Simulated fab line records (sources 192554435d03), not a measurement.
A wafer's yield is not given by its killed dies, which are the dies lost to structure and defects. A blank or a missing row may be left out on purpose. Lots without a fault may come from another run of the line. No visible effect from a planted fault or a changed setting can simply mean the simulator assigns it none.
Which tool was responsible? -- flow n5Finfet -- 24 lots with 72 wafers sampled at 6 steps, on a route of 1938 steps

## WHAT THE GAUGES READ, wafer by wafer
N5_SDB_CD_MEAS_11 targets a cd of 50 nm. Usual: cdNm at 49.6 nm, with a standard deviation of 1.
lot,measured,on,cdNm (nm),flag
L074,day 3 20:09,cdSem-02,52.3 50.6 49.4,
L075,day 4 01:05,cdSem-02,47.5 49.7 48.5,
L076,day 4 07:05,cdSem-01,48.0 49.2 48.9,
L077,day 4 11:43,cdSem-03,51.1 52.1 51.0,
L078,day 4 17:20,cdSem-01,50.5 49.9 49.7,
L079,day 5 01:19,cdSem-02,48.4 49.4 49.1,
L080,day 5 06:28,cdSem-02,51.3 49.9 50.0,
L081,day 5 15:14,cdSem-03,50.7 49.2 50.9,
L082,day 5 18:35,cdSem-01,49.7 50.0 49.9,
L083,day 6 02:01,cdSem-03,47.1 48.1 48.6,
L084,day 6 05:31,cdSem-01,51.1 50.8 50.7,
L085,day 6 12:52,cdSem-01,50.2 48.3 49.3,
L086,day 6 21:19,cdSem-02,51.6 50.8 49.4,
L087,day 7 01:47,cdSem-03,49.5 48.3 48.7,
L088,day 7 06:50,cdSem-01,49.2 48.5 49.1,
L089,day 7 12:19,cdSem-02,47.7 48.2 49.5,
L090,day 7 17:26,cdSem-01,50.3 50.3 49.3,
L091,day 8 01:21,cdSem-02,51.3 49.7 49.9,
L092,day 8 05:01,cdSem-03,48.8 48.8 48.8,
L093,day 8 11:31,cdSem-01,49.4 51.5 49.0,
L094,day 8 17:31,cdSem-02,47.8 49.8 48.9,
L095,day 8 22:30,cdSem-01,48.4 49.1 48.9,
L096,day 9 05:02,cdSem-03,48.1 50.9 49.3,
L097,day 9 10:55,cdSem-03,49.2 49.9 48.8,

N5_HKMG_FIN_INSPECT_61: inspects for defects (macro). Usual: rawDefectCount at 2.1, with a standard deviation of 1.4.
lot,measured,on,rawDefectCount,flag
L074,day 4 02:38,defectInspect-02,1 4 2,
L075,day 4 07:01,defectInspect-02,2 1 4,
L076,day 4 13:04,defectInspect-01,3 1 3,
L077,day 4 17:58,defectInspect-02,2 0 1,
L078,day 4 23:28,defectInspect-02,2 1 4,
L079,day 5 07:11,defectInspect-01,0 1 4,
L080,day 5 12:27,defectInspect-01,1 1 6,
L081,day 5 21:13,defectInspect-01,3 3 1,
L082,day 6 00:07,defectInspect-01,2 2 3,
L083,day 6 07:50,defectInspect-01,3 4 1,
L084,day 6 11:22,defectInspect-01,3 0 3,
L085,day 6 18:19,defectInspect-02,3 2 0,
L086,day 7 03:08,defectInspect-01,3 2 1,
L087,day 7 07:40,defectInspect-01,2 2 2,
L088,day 7 12:35,defectInspect-02,1 4 3,
L089,day 7 17:57,defectInspect-02,1 4 2,
L090,day 7 23:10,defectInspect-01,1 1 1,
L091,day 8 07:07,defectInspect-01,3 3 2,
L092,day 8 11:31,defectInspect-02,1 3 0,
L093,day 8 17:23,defectInspect-02,3 0 2,
L094,day 8 23:41,defectInspect-01,3 0 5,
L095,day 9 04:25,defectInspect-01,3 3 4,
L096,day 9 10:52,defectInspect-02,2 3 1,
L097,day 9 17:33,defectInspect-02,3 2 5,

## TOOL THAT RAN EACH LOT (tool first, then ch and the chambers of the sampled wafers, then the start)
lot,N5_SDB_HM_DEP_00,N5_DUMMY_REMOVAL_HM_STRIP_01,N5_DUMMY_REMOVAL_STRIP_10,N5_HKMG_FIN_ALD_74
L074,"pecvd-02 ch 1,2, day 3 19:49","rieDiel-01 ch 0,1,2, day 4 01:05","rieDiel-01 ch 0,1,2, day 4 01:07","aldHk-03 ch 0,1,3, day 4 02:02"
L075,"pecvd-03 ch 0,1, day 4 00:45","rieDiel-02 ch 0,3, day 4 05:22","rieDiel-02 ch 0,3, day 4 05:24","aldHk-01 ch 1,2, day 4 06:26"
L076,"pecvd-02 ch 0,1,2, day 4 06:38","rieDiel-06 ch 1,2,3, day 4 11:38","rieDiel-06 ch 1,2,3, day 4 11:40","aldHk-01 ch 0,1,2, day 4 12:35"
L077,"pecvd-02 ch 0,1,2, day 4 11:16","rieDiel-06 ch 0,2,3, day 4 16:32","rieDiel-06 ch 0,2,3, day 4 16:34","aldHk-01 ch 0,1,2, day 4 17:29"
L078,"pecvd-01 ch 0,1,2, day 4 16:53","rieDiel-06 ch 0,3, day 4 21:54","rieDiel-06 ch 0,3, day 4 21:56","aldHk-01 ch 0,1,3, day 4 22:52"
L079,"pecvd-01 ch 0,2, day 5 00:59","rieDiel-06 ch 0,2,3, day 5 05:45","rieDiel-06 ch 0,2,3, day 5 05:47","aldHk-01 ch 0,1,2, day 5 06:43"
L080,"pecvd-01 ch 0,2, day 5 06:01","rieDiel-06 ch 0,1,2, day 5 10:37","rieDiel-06 ch 0,1,2, day 5 10:39","aldHk-03 ch 0,2, day 5 11:51"
L081,"pecvd-02 ch 0,1,2, day 5 14:55","rieDiel-01 ch 0,2, day 5 19:47","rieDiel-01 ch 0,2, day 5 19:49","aldHk-02 ch 0,1, day 5 20:44"
L082,"pecvd-03 ch 0,1,2, day 5 18:08","rieDiel-01 ch 0,2, day 5 22:34","rieDiel-01 ch 0,2, day 5 22:36","aldHk-01 ch 0,2,3, day 5 23:31"
L083,"pecvd-02 ch 0,1,2, day 6 01:34","rieDiel-01 ch 0,2,3, day 6 06:25","rieDiel-01 ch 0,2,3, day 6 06:27","aldHk-01 ch 1,3, day 6 07:22"
L084,"pecvd-02 ch 1,2, day 6 05:11","rieDiel-02 ch 1,2, day 6 09:53","rieDiel-02 ch 1,2, day 6 09:55","aldHk-03 ch 2,3, day 6 10:54"
L085,"pecvd-03 ch 1,2, day 6 12:33","rieDiel-06 ch 0,2, day 6 16:53","rieDiel-06 ch 0,2, day 6 16:55","aldHk-03 ch 0,1,3, day 6 17:50"
L086,"pecvd-02 ch 0,1, day 6 20:52","rieDiel-01 ch 0,2, day 7 01:25","rieDiel-01 ch 0,2, day 7 01:27","aldHk-03 ch 0,3, day 7 02:23"
L087,"pecvd-02 ch 0,2, day 7 01:20","rieDiel-01 ch 1,2,3, day 7 06:07","rieDiel-01 ch 1,2,3, day 7 06:08","aldHk-02 ch 2,3, day 7 07:04"
L088,"pecvd-02 ch 0,2, day 7 06:23","rieDiel-02 ch 0,2,3, day 7 10:59","rieDiel-02 ch 0,2,3, day 7 11:01","aldHk-01 ch 0,2,3, day 7 11:59"
L089,"pecvd-03 ch 1,2, day 7 11:59","rieDiel-01 ch 0,2,3, day 7 16:27","rieDiel-01 ch 0,2,3, day 7 16:29","aldHk-03 ch 1,2, day 7 17:29"
L090,"pecvd-01 ch 0,1, day 7 16:59","rieDiel-02 ch 0,2,3, day 7 21:44","rieDiel-02 ch 0,2,3, day 7 21:46","aldHk-03 ch 0,2,3, day 7 22:41"
L091,"pecvd-02 ch 0,1,2, day 8 00:55","rieDiel-06 ch 2,3, day 8 05:22","rieDiel-06 ch 2,3, day 8 05:24","aldHk-03 ch 0,1,3, day 8 06:31"
L092,"pecvd-03 ch 0,1,2, day 8 04:34","rieDiel-01 ch 0,2,3, day 8 09:56","rieDiel-01 ch 0,2,3, day 8 09:58","aldHk-03 ch 0,1,3, day 8 11:02"
L093,"pecvd-02 ch 1,2, day 8 11:11","rieDiel-01 ch 0,1,3, day 8 15:50","rieDiel-01 ch 0,1,3, day 8 15:52","aldHk-03 ch 1,2, day 8 16:47"
L094,"pecvd-01 ch 0,1,2, day 8 17:06","rieDiel-06 ch 1,2, day 8 22:09","rieDiel-06 ch 1,2, day 8 22:11","aldHk-01 ch 1,2,3, day 8 23:12"
L095,"pecvd-02 ch 1,2, day 8 22:03","rieDiel-02 ch 1,2, day 9 02:55","rieDiel-02 ch 1,2, day 9 02:57","aldHk-03 ch 0,1,2, day 9 03:57"
L096,"pecvd-02 ch 0,2, day 9 04:35","rieDiel-06 ch 0,3, day 9 09:27","rieDiel-06 ch 0,3, day 9 09:29","aldHk-02 ch 0,3, day 9 10:24"
L097,"pecvd-03 ch 0,1, day 9 10:34","rieDiel-02 ch 1,2, day 9 15:49","rieDiel-02 ch 1,2, day 9 15:51","aldHk-03 ch 2,3, day 9 16:57"
- N5_SDB_HM_DEP_00: deposits SiNx from SiH4/NH3/N2, target thk 40 nm, time 35.3 s.
- N5_DUMMY_REMOVAL_HM_STRIP_01: strips SiNx in CH3F/O2, stops on poly-Si, target depth 4 nm, time 6.8 s.
- N5_DUMMY_REMOVAL_STRIP_10: strips in N2/H2, time 40 s.
- N5_HKMG_FIN_ALD_74: deposits La2O3, target thk 0.5 nm, pulse time 6 s, co reactant pulse time 1 s.

## WHAT THE TOOLS THEMSELVES READ (means of the sampled wafers that have a number; where no wafer has one, the mark that the record gives instead)
N5_SDB_HM_DEP_00. Usual: heaterPowerW 743 W, standard deviation 94; showerheadPlenumPTorr 5.14 Torr, standard deviation 0.06; throttleValvePct 40.1 %, standard deviation 1.9.
lot,tool,heaterPowerW (W),showerheadPlenumPTorr (Torr),throttleValvePct (%),flag
L074,pecvd-02,665,5.14,39.9,
L075,pecvd-03,851,5.19,39.6,
L076,pecvd-02,692,5.15,41.0,
L077,pecvd-02,734,5.15,40.9,
L078,pecvd-01,735,5.11,38.4,
L079,pecvd-01,738,5.17,38.9,
L080,pecvd-01,722,5.18,38.9,
L081,pecvd-02,741,5.15,41.1,
L082,pecvd-03,862,5.16,39.5,
L083,pecvd-02,694,5.15,41.1,
L084,pecvd-02,675,5.14,40.3,
L085,pecvd-03,870,5.14,38.8,
L086,pecvd-02,793,5.15,42.5,
L087,pecvd-02,719,5.14,40.9,
L088,pecvd-02,632,5.15,39.9,
L089,pecvd-03,823,5.14,38.7,
L090,pecvd-01,742,5.06,38.0,
L091,pecvd-02,703,5.15,41.2,
L092,pecvd-03,839,5.16,39.3,
L093,pecvd-02,737,5.16,41.6,
L094,pecvd-01,723,5.12,38.7,
L095,pecvd-02,605,5.15,40.5,
L096,pecvd-02,727,5.14,41.0,
L097,pecvd-03,778,5.13,39.2,

N5_DUMMY_REMOVAL_HM_STRIP_01. Usual: O2_flow_sccm 20.00 sccm, standard deviation 0.061; chamberPressureMTorr 30.00 mTorr, standard deviation 0.044; drypumpMotorCurrentA 5.9 A, standard deviation 0.37; mfcArSccm 150.0 sccm, standard deviation 0.49; oesProductAu 0.64 a.u., standard deviation 0.06; rfVppV 127.6 V, standard deviation 1.1; showerheadPlenumPTorr 2.03 Torr, standard deviation 0.069; throttleValvePct 16.35 %, standard deviation 0.22.
lot,tool,O2_flow_sccm (sccm),chamberPressureMTorr (mTorr),drypumpMotorCurrentA (A),mfcArSccm (sccm),oesProductAu (a.u.),rfVppV (V),showerheadPlenumPTorr (Torr),throttleValvePct (%),flag
L074,rieDiel-01,19.96,29.96,5.5,149.9,0.67,128.8,2.01,16.47,
L075,rieDiel-02,19.91,29.99,5.6,149.5,0.58,127.0,2.01,16.38,
L076,rieDiel-06,20.06,30.00,6.1,149.9,0.63,128.5,2.09,16.33,
L077,rieDiel-06,20.04,30.00,6.0,149.9,0.63,127.8,2.06,16.36,
L078,rieDiel-06,20.07,30.00,6.2,150.3,0.61,128.0,2.04,16.36,
L079,rieDiel-06,20.00,29.97,6.0,150.1,0.63,127.0,2.06,16.37,
L080,rieDiel-06,20.03,30.01,5.8,150.3,0.63,128.0,2.07,16.36,
L081,rieDiel-01,19.98,30.03,5.4,149.7,0.66,128.1,2.04,16.30,
L082,rieDiel-01,19.94,29.98,5.3,150.2,0.70,127.5,2.00,16.25,
L083,rieDiel-01,19.98,29.98,5.6,150.0,0.69,127.3,2.05,16.26,
L084,rieDiel-02,20.04,30.00,6.2,149.4,0.76,126.7,1.97,16.08,
L085,rieDiel-06,19.96,29.98,5.7,150.3,0.63,126.9,2.04,16.40,
L086,rieDiel-01,19.97,29.99,5.4,150.1,0.65,127.7,2.04,16.33,
L087,rieDiel-01,20.03,30.02,5.9,150.2,0.62,128.3,2.06,16.50,
L088,rieDiel-02,19.95,29.99,5.7,150.1,0.61,127.7,1.96,16.28,
L089,rieDiel-01,20.03,30.02,5.6,149.9,0.67,127.6,2.05,16.27,
L090,rieDiel-02,19.98,30.02,5.7,150.1,0.60,127.6,1.96,16.29,
L091,rieDiel-06,20.03,30.13,6.2,150.1,0.60,128.5,2.07,16.38,
L092,rieDiel-01,19.97,29.98,5.6,149.8,0.66,127.5,2.05,16.28,
L093,rieDiel-01,19.98,30.02,5.7,150.2,0.65,127.6,2.01,16.48,
L094,rieDiel-06,19.98,30.00,5.9,150.5,0.62,128.3,2.10,16.40,
L095,rieDiel-02,20.04,30.03,6.1,150.3,0.69,126.9,1.95,16.09,
L096,rieDiel-06,19.98,29.98,6.2,149.4,0.59,128.0,2.03,16.42,
L097,rieDiel-02,20.01,29.99,6.1,149.2,0.69,126.1,1.94,16.10,

N5_DUMMY_REMOVAL_STRIP_10. Usual: biasPowerW is 2.999 W with standard deviation 0.009, chamberPressureMTorr is 100.00 mTorr with standard deviation 0.091, drypumpMotorCurrentA is 5.9 A with standard deviation 0.37, oesProductAu is 0.79 a.u. with standard deviation 0.079, rfVppV is 45.4 V with standard deviation 0.8, showerheadPlenumPTorr is 3.42 Torr with standard deviation 0.12, and throttleValvePct is 12.22 % with standard deviation 0.27.
lot,tool,biasPowerW (W),chamberPressureMTorr (mTorr),drypumpMotorCurrentA (A),oesProductAu (a.u.),rfVppV (V),showerheadPlenumPTorr (Torr),throttleValvePct (%),flag
L074,rieDiel-01,3.003,100.04,5.6,0.82,44.3,3.40,12.34,
L075,rieDiel-02,3.004,99.96,5.6,0.71,45.1,3.39,12.32,
L076,rieDiel-06,2.991,99.93,6.1,0.77,45.3,3.52,12.14,
L077,rieDiel-06,3.008,100.01,6.0,0.78,45.4,3.47,12.20,
L078,rieDiel-06,2.992,100.07,6.2,0.75,46.1,3.43,12.19,
L079,rieDiel-06,3.002,100.00,6.0,0.78,45.7,3.47,12.21,
L080,rieDiel-06,2.993,99.98,5.8,0.78,45.8,3.48,12.22,
L081,rieDiel-01,3.004,100.01,5.5,0.81,45.6,3.45,12.19,
L082,rieDiel-01,2.995,100.07,5.3,0.87,45.1,3.37,12.06,
L083,rieDiel-01,2.996,100.04,5.7,0.84,45.5,3.47,12.14,
L084,rieDiel-02,3.006,100.03,6.2,0.94,45.7,3.30,11.82,
L085,rieDiel-06,3.001,100.05,5.7,0.78,44.9,3.43,12.29,
L086,rieDiel-01,2.996,99.95,5.5,0.80,45.2,3.45,12.22,
L087,rieDiel-01,2.999,99.98,5.9,0.76,46.1,3.48,12.46,
L088,rieDiel-02,2.999,99.94,5.7,0.75,46.3,3.31,12.19,
L089,rieDiel-01,3.002,100.00,5.7,0.83,45.6,3.47,12.17,
L090,rieDiel-02,3.000,99.99,5.7,0.74,45.1,3.31,12.18,
L091,rieDiel-06,3.010,100.00,6.3,0.75,44.7,3.49,12.21,
L092,rieDiel-01,3.008,100.00,5.7,0.82,45.2,3.46,12.17,
L093,rieDiel-01,3.004,99.95,5.8,0.79,45.5,3.40,12.35,
L094,rieDiel-06,2.990,100.04,5.9,0.77,45.7,3.53,12.26,
L095,rieDiel-02,3.006,100.08,6.1,0.86,45.1,3.28,11.90,
L096,rieDiel-06,3.002,100.05,6.2,0.73,45.3,3.42,12.26,
L097,rieDiel-02,2.998,99.98,6.1,0.85,45.2,3.27,11.91,

N5_HKMG_FIN_ALD_74. Usual: heaterPowerW 355 W, standard deviation 39; precursorPulseHeightRel 1.001, standard deviation 0.02.
lot,tool,heaterPowerW (W),precursorPulseHeightRel,flag
L074,aldHk-03,366,1.016,
L075,aldHk-01,338,0.990,
L076,aldHk-01,341,1.017,
L077,aldHk-01,340,0.989,
L078,aldHk-01,363,1.005,
L079,aldHk-01,342,1.006,
L080,aldHk-03,413,1.014,
L081,aldHk-02,313,0.990,
L082,aldHk-01,338,1.009,
L083,aldHk-01,361,1.011,
L084,aldHk-03,379,0.993,
L085,aldHk-03,365,1.002,
L086,aldHk-03,380,0.992,
L087,aldHk-02,335,0.991,
L088,aldHk-01,333,0.986,
L089,aldHk-03,384,1.016,
L090,aldHk-03,376,0.992,
L091,aldHk-03,363,0.991,
L092,aldHk-03,362,0.989,
L093,aldHk-03,392,1.002,
L094,aldHk-01,336,1.011,
L095,aldHk-03,392,0.997,
L096,aldHk-02,327,0.994,
L097,aldHk-03,343,1.017,

## THE ANSWER, worked out from the rows above alone
Rule: take the mean of a lot's wafers that have a number; if it is more than 3 standard deviations from the usual mean, the lot is off. A lot without any number at a reading at which 4 lots or more have one is off too. Where the step has rows for the other lots, those lots are counted as sound. After the gauges, taken in route order, come the tools' own readings; for these a lot's mean is taken, as printed above. The first step at which some lot is off is used, and at that step the reading that is off furthest; a lot without a number counts as furthest.
No lot is off at any reading shown: from this, nothing can be told.

## WHAT THE SIMULATOR HAD PUT IN
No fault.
